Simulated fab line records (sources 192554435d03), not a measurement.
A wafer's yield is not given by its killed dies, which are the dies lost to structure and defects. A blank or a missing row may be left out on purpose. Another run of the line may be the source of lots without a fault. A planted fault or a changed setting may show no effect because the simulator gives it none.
Which tool did it? :: flow n5_finfet :: Sampling: 10 lots, 30 wafers, 5 of 1938 route steps

WHAT THE GAUGES READ, wafer by wafer
N5_BEOL_M4_RC_MEAS_101.
lot: L262
measured: day 9 04:13
on: prober-02
DIBL_N (mV/V): 35.3 34.1 34.1
DIBL_P (mV/V): 33.7 32.7 33.6
IOFF_N (nA/um): 0.136 0.125 0.129
IOFF_P (nA/um): 0.182 0.170 0.179
ION_N (uA/um): 658 659 668
ION_P (uA/um): 455 458 458
SS_N (mV/dec): 70.3 70.5 70.8
SS_P (mV/dec): 73.0 72.9 72.8
VT_N (mV): 255.9 253.4 253.7
VT_P (mV): -250 -250 -251

lot: L265
measured: day 9 09:05
on: prober-02
DIBL_N (mV/V): 34.3 35.1 36.7
DIBL_P (mV/V): 33.1 33.8 35.5
IOFF_N (nA/um): 0.125 0.132 0.164
IOFF_P (nA/um): 0.212 0.219 0.256
ION_N (uA/um): 660 673 675
ION_P (uA/um): 468 475 476
SS_N (mV/dec): 71.6 71.4 73.2
SS_P (mV/dec): 72.4 72.5 72.3
VT_N (mV): 254.0 253.4 249.6
VT_P (mV): -247 -249 -245

lot: L266
measured: day 10 10:31
on: prober-02
DIBL_N (mV/V): 39.2 37.6 38.4
DIBL_P (mV/V): 38.2 36.8 37.3
IOFF_N (nA/um): 0.191 0.175 0.176
IOFF_P (nA/um): 0.240 0.219 0.224
ION_N (uA/um): 684 681 684
ION_P (uA/um): 465 464 466
SS_N (mV/dec): 72.3 72.0 72.6
SS_P (mV/dec): 73.7 72.9 73.1
VT_N (mV): 248.0 247.0 248.2
VT_P (mV): -246 -248 -246

lot: L268
measured: day 11 14:48
on: prober-02
DIBL_N (mV/V): 35.0 37.0 37.8
DIBL_P (mV/V): 34.1 36.9 37.1
IOFF_N (nA/um): 0.133 0.166 0.169
IOFF_P (nA/um): 0.192 0.239 0.238
ION_N (uA/um): 666 681 669
ION_P (uA/um): 462 471 459
SS_N (mV/dec): 70.6 71.8 71.9
SS_P (mV/dec): 72.9 73.5 73.4
VT_N (mV): 252.4 247.1 250.5
VT_P (mV): -249 -247 -246

lot: L271
measured: day 11 14:51
on: prober-01
DIBL_N (mV/V): 34.9 34.1 34.5
DIBL_P (mV/V): 36.0 34.6 35.8
IOFF_N (nA/um): 0.157 0.154 0.158
IOFF_P (nA/um): 0.243 0.216 0.238
ION_N (uA/um): 675 678 681
ION_P (uA/um): 467 468 472
SS_N (mV/dec): 71.3 71.1 71.1
SS_P (mV/dec): 73.4 72.9 73.4
VT_N (mV): 252.5 248.4 249.7
VT_P (mV): -242 -246 -247

lot: L270
measured: day 12 19:20
on: prober-01
DIBL_N (mV/V): 34.9 36.6 34.6
DIBL_P (mV/V): 34.7 36.5 34.2
IOFF_N (nA/um): 0.144 0.170 0.131
IOFF_P (nA/um): 0.182 0.208 0.178
ION_N (uA/um): 674 669 665
ION_P (uA/um): 460 458 461
SS_N (mV/dec): 71.2 71.6 70.7
SS_P (mV/dec): 72.9 73.3 72.7
VT_N (mV): 250.8 247.6 249.1
VT_P (mV): -253 -249 -251

lot: L278
measured: day 14 20:09
on: prober-02
DIBL_N (mV/V): 35.9 35.2 36.6
DIBL_P (mV/V): 35.4 35.2 36.0
IOFF_N (nA/um): 0.156 0.148 0.169
IOFF_P (nA/um): 0.219 0.225 0.230
ION_N (uA/um): 675 681 681
ION_P (uA/um): 464 472 466
SS_N (mV/dec): 70.9 70.5 70.9
SS_P (mV/dec): 73.2 73.5 73.4
VT_N (mV): 246.8 249.7 246.5
VT_P (mV): -250 -248 -248

lot: L280
measured: day 14 22:31
on: prober-01
DIBL_N (mV/V): 39.3 37.9 37.2
DIBL_P (mV/V): 37.6 37.0 36.2
IOFF_N (nA/um): 0.193 0.165 0.149
IOFF_P (nA/um): 0.207 0.200 0.180
ION_N (uA/um): 689 679 672
ION_P (uA/um): 461 466 456
SS_N (mV/dec): 71.7 71.7 71.6
SS_P (mV/dec): 74.3 73.7 73.5
VT_N (mV): 245.8 249.2 252.1
VT_P (mV): -252 -253 -255

lot: L283
measured: day 15 15:25
on: prober-02
DIBL_N (mV/V): 36.2 36.1 35.8
DIBL_P (mV/V): 37.2 36.6 36.3
IOFF_N (nA/um): 0.160 0.153 0.151
IOFF_P (nA/um): 0.197 0.182 0.179
ION_N (uA/um): 679 676 679
ION_P (uA/um): 461 457 460
SS_N (mV/dec): 71.8 71.3 70.9
SS_P (mV/dec): 72.2 72.6 72.6
VT_N (mV): 248.6 251.2 250.6
VT_P (mV): -252 -250 -252

lot: L282
measured: day 15 22:28
on: prober-01
DIBL_N (mV/V): 38.3 37.2 37.2
DIBL_P (mV/V): 39.0 36.4 36.5
IOFF_N (nA/um): 0.231 0.193 0.188
IOFF_P (nA/um): 0.281 0.235 0.234
ION_N (uA/um): 704 689 690
ION_P (uA/um): 477 468 468
SS_N (mV/dec): 71.8 71.3 71.6
SS_P (mV/dec): 74.7 74.4 73.3
VT_N (mV): 242.5 245.3 245.2
VT_P (mV): -245 -249 -250

N5_BEOL_M5_THK_MEAS_01.
lot: L262
measured: day 9 05:46
on: film_metro-01
M5_ILD_THK (nm): 121.1 122.6 123.2

lot: L265
measured: day 9 10:38
on: film_metro-02
M5_ILD_THK (nm): 120.5 122.1 121.6

lot: L266
measured: day 10 12:33
on: film_metro-02
M5_ILD_THK (nm): 118.0 120.6 119.6

lot: L268
measured: day 11 16:19
on: film_metro-02
M5_ILD_THK (nm): 121.1 120.8 124.4

lot: L271
measured: day 11 16:28
on: film_metro-02
M5_ILD_THK (nm): 119.4 118.1 232.5

lot: L270
measured: day 12 20:43
on: film_metro-01
M5_ILD_THK (nm): 119.0 234.0 234.7

lot: L278
measured: day 14 21:42
on: film_metro-02
M5_ILD_THK (nm): 119.8 121.2 122.0

lot: L280
measured: day 15 00:04
on: film_metro-01
M5_ILD_THK (nm): 120.4 119.6 119.8

lot: L283
measured: day 15 16:56
on: film_metro-02
M5_ILD_THK (nm): 120.2 119.4 121.7

lot: L282
measured: day 15 23:51
on: film_metro-01
M5_ILD_THK (nm): 118.3 118.8 122.5

WHICH TOOL RAN EACH LOT (tool, then ch and the chambers of the sampled wafers, then the start)
lot: L262
N5_BEOL_M4_ANNEAL_89: pvd_sputter-02, day 9 02:19
N5_BEOL_M4_DEP_57: pecvd-01 ch 0,1,2, day 9 04:06
N5_BEOL_M5_ILD_DEP_00: pecvd-04 ch 1,2, day 9 05:11

lot: L265
N5_BEOL_M4_ANNEAL_89: pvd_sputter-01, day 9 07:11
N5_BEOL_M4_DEP_57: pecvd-03 ch 0,1,2, day 9 08:58
N5_BEOL_M5_ILD_DEP_00: pecvd-04 ch 0,1, day 9 10:03

lot: L266
N5_BEOL_M4_ANNEAL_89: pvd_sputter-01, day 10 00:35
N5_BEOL_M4_DEP_57: pecvd-03 ch 0,1, day 10 10:23
N5_BEOL_M5_ILD_DEP_00: pecvd-01 ch 0,1, day 10 11:29

lot: L268
N5_BEOL_M4_ANNEAL_89: pvd_sputter-01, day 11 12:45
N5_BEOL_M4_DEP_57: pecvd-03 ch 0,1,2, day 11 14:32
N5_BEOL_M5_ILD_DEP_00: pecvd-02 ch 0,1,2, day 11 15:37

lot: L271
N5_BEOL_M4_ANNEAL_89: pvd_sputter-03, day 11 12:47
N5_BEOL_M4_DEP_57: pecvd-01 ch 0,1, day 11 14:35
N5_BEOL_M5_ILD_DEP_00: pecvd-04 ch 0,1,2, day 11 15:40

lot: L270
N5_BEOL_M4_ANNEAL_89: pvd_sputter-02, day 12 17:01
N5_BEOL_M4_DEP_57: pecvd-01 ch 0,2, day 12 19:04
N5_BEOL_M5_ILD_DEP_00: pecvd-04 ch 0,1,2, day 12 20:09

lot: L278
N5_BEOL_M4_ANNEAL_89: pvd_sputter-01, day 14 17:54
N5_BEOL_M4_DEP_57: pecvd-02 ch 0,1, day 14 20:02
N5_BEOL_M5_ILD_DEP_00: pecvd-02 ch 0,1,2, day 14 21:07

lot: L280
N5_BEOL_M4_ANNEAL_89: pvd_sputter-02, day 14 20:34
N5_BEOL_M4_DEP_57: pecvd-01 ch 0,1,2, day 14 22:24
N5_BEOL_M5_ILD_DEP_00: pecvd-01 ch 0,1,2, day 14 23:29

lot: L283
N5_BEOL_M4_ANNEAL_89: pvd_sputter-01, day 15 13:27
N5_BEOL_M4_DEP_57: pecvd-02 ch 0,1,2, day 15 15:17
N5_BEOL_M5_ILD_DEP_00: pecvd-04 ch 1,2, day 15 16:22

lot: L282
N5_BEOL_M4_ANNEAL_89: pvd_sputter-01, day 15 20:19
N5_BEOL_M4_DEP_57: pecvd-01 ch 0,1,2, day 15 22:12
N5_BEOL_M5_ILD_DEP_00: pecvd-01 ch 0,1, day 15 23:17
- N5_BEOL_M4_ANNEAL_89: time 240 s.
- N5_BEOL_M4_DEP_57: deposits SiCN from 3MS/NH3, target thk 8 nm, time 14 s.
- N5_BEOL_M5_ILD_DEP_00: deposits SiCOH lowk from DEMS/porogen, target thk 140.64 nm, time 25.9 s.

AS READ BY THE TOOLS THEMSELVES (means over the sampled wafers that have a number; for cases with no such wafer, the mark the record gives instead)
N5_BEOL_M4_ANNEAL_89.
lot: L262
tool: pvd_sputter-02
heater_power_w (W): 980

lot: L265
tool: pvd_sputter-01
heater_power_w (W): 869

lot: L266
tool: pvd_sputter-01
heater_power_w (W): 829

lot: L268
tool: pvd_sputter-01
heater_power_w (W): 947

lot: L271
tool: pvd_sputter-03
heater_power_w (W): 892

lot: L270
tool: pvd_sputter-02
heater_power_w (W): 922

lot: L278
tool: pvd_sputter-01
heater_power_w (W): 778

lot: L280
tool: pvd_sputter-02
heater_power_w (W): 969

lot: L283
tool: pvd_sputter-01
heater_power_w (W): 836

lot: L282
tool: pvd_sputter-01
heater_power_w (W): 870

N5_BEOL_M4_DEP_57.
lot: L262
tool: pecvd-01
showerhead_plenum_p_Torr (Torr): 3.674
throttle_valve_pct (%): 9.4

lot: L265
tool: pecvd-03
showerhead_plenum_p_Torr (Torr): 3.650
throttle_valve_pct (%): 8.9

lot: L266
tool: pecvd-03
showerhead_plenum_p_Torr (Torr): 3.652
throttle_valve_pct (%): 9.0

lot: L268
tool: pecvd-03
showerhead_plenum_p_Torr (Torr): 3.647
throttle_valve_pct (%): 9.2

lot: L271
tool: pecvd-01
showerhead_plenum_p_Torr (Torr): 3.680
throttle_valve_pct (%): 9.1

lot: L270
tool: pecvd-01
showerhead_plenum_p_Torr (Torr): 3.673
throttle_valve_pct (%): 8.5

lot: L278
tool: pecvd-02
showerhead_plenum_p_Torr (Torr): 3.672
throttle_valve_pct (%): 9.6

lot: L280
tool: pecvd-01
showerhead_plenum_p_Torr (Torr): 3.679
throttle_valve_pct (%): 9.1

lot: L283
tool: pecvd-02
showerhead_plenum_p_Torr (Torr): 3.665
throttle_valve_pct (%): 9.3

lot: L282
tool: pecvd-01
showerhead_plenum_p_Torr (Torr): 3.682
throttle_valve_pct (%): 9.2

N5_BEOL_M5_ILD_DEP_00.
lot: L262
tool: pecvd-04
heater_power_w (W): 250
showerhead_plenum_p_Torr (Torr): 5.730
throttle_valve_pct (%): 13.3

lot: L265
tool: pecvd-04
heater_power_w (W): 278
showerhead_plenum_p_Torr (Torr): 5.745
throttle_valve_pct (%): 14.8

lot: L266
tool: pecvd-01
heater_power_w (W): 382
showerhead_plenum_p_Torr (Torr): 5.762
throttle_valve_pct (%): 14.6

lot: L268
tool: pecvd-02
heater_power_w (W): 308
showerhead_plenum_p_Torr (Torr): 5.742
throttle_valve_pct (%): 14.4

lot: L271
tool: pecvd-04
heater_power_w (W): 276
showerhead_plenum_p_Torr (Torr): 5.736
throttle_valve_pct (%): 14.0

lot: L270
tool: pecvd-04
heater_power_w (W): 263
showerhead_plenum_p_Torr (Torr): 5.738
throttle_valve_pct (%): 14.1

lot: L278
tool: pecvd-02
heater_power_w (W): 309
showerhead_plenum_p_Torr (Torr): 5.734
throttle_valve_pct (%): 14.4

lot: L280
tool: pecvd-01
heater_power_w (W): 346
showerhead_plenum_p_Torr (Torr): 5.756
throttle_valve_pct (%): 14.0

lot: L283
tool: pecvd-04
heater_power_w (W): 295
showerhead_plenum_p_Torr (Torr): 5.737
throttle_valve_pct (%): 13.4

lot: L282
tool: pecvd-01
heater_power_w (W): 347
showerhead_plenum_p_Torr (Torr): 5.757
throttle_valve_pct (%): 14.6

THE ANSWER, worked out from the rows above alone
Rule: usual is defined by the lots themselves. The widest of any qualifying gaps counts: lots, ordered by their means at a reading, are off when they make up no more than a third of the lots, leave a main group of 4 or more, and stand apart from it by 3 or more times the standard deviation of that group's means. A main group whose means are all the same, to the digits that the tables above print for the reading, isn't used. A lot without any number at a reading at which 4 lots or more have one is off too. Where the step has rows for the other lots, those lots are counted as sound. The gauges are gone through in route order, then the tools' own readings, and for those a lot's mean is taken as printed above. At the first step where some lot is off, the reading lying furthest off is the one used; lots without a number count as furthest.
Off: L271, L270, seen at N5_BEOL_M5_THK_MEAS_01 (M5_ILD_THK). The main group: mean 120.8 nm, standard deviation 1.
A tool fits if, at a process step before that reading, it ran every lot that is off, and no sound lot after the first of them. Those tools and the gauges at N5_BEOL_M5_THK_MEAS_01 are tried in the same way. No candidate that was tried fits.

WHAT HAD BEEN PUT IN BY THE SIMULATOR
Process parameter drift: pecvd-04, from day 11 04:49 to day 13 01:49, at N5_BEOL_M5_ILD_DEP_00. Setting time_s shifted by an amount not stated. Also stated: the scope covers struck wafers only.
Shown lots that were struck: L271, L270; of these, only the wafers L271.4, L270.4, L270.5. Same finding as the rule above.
